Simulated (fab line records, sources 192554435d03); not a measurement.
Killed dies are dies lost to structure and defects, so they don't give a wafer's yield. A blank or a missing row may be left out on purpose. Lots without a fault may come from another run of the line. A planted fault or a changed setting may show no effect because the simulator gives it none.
Split-lot experiment | flow n5_finfet | 7 lots, 21 wafers read, on a route of 1938 steps

THE SPLIT
At N5_BEOL_M6_ETCH_66 (etches SOC in N2/H2, target depth 80 nm, overetch 16 nm, time 120 s), the setting bias_w was moved away from the recipe's 150 W on 5 of the 21 wafers read, by -15.2% to +9.3%. The other wafers ran this setting at the recipe's value.

The reading is taken at the split's own step.

THE READING
rf_vpp_V, in V, at N5_BEOL_M6_ETCH_66 (etches SOC in N2/H2, target depth 80 nm, overetch 16 nm, time 120 s). Fault-free wafers of this fab line usually give 524.0 V, standard deviation 2.3 V.

wafer  | tool, chamber at the split | bias_w as run, W | against the recipe | rf_vpp_V, V | against lot-mates on the recipe
L074.1 | rie_diel-02, 0             | 150              | recipe             | 524.2       | -
L074.3 | rie_diel-02, 2             | 150              | recipe             | 526.8       | -
L074.5 | rie_diel-02, 2             | 150              | recipe             | 526.6       | -
L078.2 | rie_diel-05, 2             | 150              | recipe             | 527.2       | -
L078.3 | rie_diel-05, 0             | 150              | recipe             | 521.0       | -
L078.6 | rie_diel-05, 3             | 150              | recipe             | 521.7       | -
L086.2 | rie_diel-02, 0             | 150              | recipe             | 524.6       | -
L086.4 | rie_diel-02, 3             | 150              | recipe             | 523.3       | -
L086.6 | rie_diel-02, 1             | 150              | recipe             | 523.2       | -
L088.3 | rie_diel-05, 2             | 127.2            | -15.2%             | 475.1       | -52.8
L088.5 | rie_diel-05, 2             | 150              | recipe             | 527.9       | -
L088.6 | rie_diel-05, 1             | 127.2            | -15.2%             | 470.9       | -57.0
L090.2 | rie_diel-02, 1             | 150              | recipe             | 522.6       | -
L090.4 | rie_diel-02, 0             | 163.9            | +9.3%              | 554.3       | +31.7
L090.6 | rie_diel-02, 1             | 150              | recipe             | 522.6       | -
L091.2 | rie_diel-06, 0             | 140.2            | -6.5%              | 500.7       | -24.1
L091.4 | rie_diel-06, 1             | 150              | recipe             | 524.8       | -
L091.6 | rie_diel-06, 0             | 140.2            | -6.5%              | 499.7       | -25.1
L095.1 | rie_diel-02, 3             | 150              | recipe             | 522.7       | -
L095.3 | rie_diel-02, 0             | 150              | recipe             | 524.3       | -
L095.5 | rie_diel-02, 1             | 150              | recipe             | 523.0       | -

THE FIT
A straight line over all 21 wafers: rf_vpp_V changes by +3.38 V for each +1% of bias_w; r = +0.99; the points scatter about the line by 2 V.
The same after taking each lot's own level away (the mean of its wafers on the recipe; 21 wafers): +3.6 V for each +1%; r = +1.00; scatter 1.5 V.
On that fit, the largest move of bias_w shifts the reading by 55 V.
The lots' own levels span 522.60 to 527.90 V, that is 2.3 times the standard deviation above.
So the lot-to-lot level changes the slope little: the two slopes agree.
Check: with one of the wafers moved furthest among these (-15.2%) left out of the fit, the line predicts -56 V for it against its lot-mates. It came out at -52.8 V against them.
Tool readings at the split's step, against how far the setting was moved: rf_vpp_V r = +0.99.

OTHER SPLITS ON THESE WAFERS
These wafers also went through other splits before the reading. Each is held against what the fit with the lots' levels taken away leaves over:
other split on the same wafers | wafers away from the commonest value | r with rf_vpp_V (lot level and that fit taken away)
N5_BEOL_M5_COAT_05 spin_rpm    | 6                                    | +0.03
N5_BEOL_M5_ETCH_72 source_w    | 4                                    | +0.01
N5_BEOL_M5_ETCH_41 source_w    | 6                                    | -0.20

THE WHOLE CHAIN: every reading that the file lists as answering this split, in the file's order
step               | what it does                                                        | reading                                                                          | change (the file's fit)                | r (the file's)
N5_BEOL_M6_ETCH_66 | etches SOC in N2/H2, target depth 80 nm, overetch 16 nm, time 120 s | rf_vpp_V                                                                         | +3.58 V for each +1% of the setting    | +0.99
N5_BEOL_M6_ETCH_66 | etches SOC in N2/H2, target depth 80 nm, overetch 16 nm, time 120 s | SiARC_of_BEOL_M6_COAT_64.thk_nm (the simulator's own value, which no gauge read) | -0.0665 nm for each +1% of the setting | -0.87

THE FILE'S OWN FIT
rf_vpp_V changes by +3.58 V for each +1% of bias_w, r = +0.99.
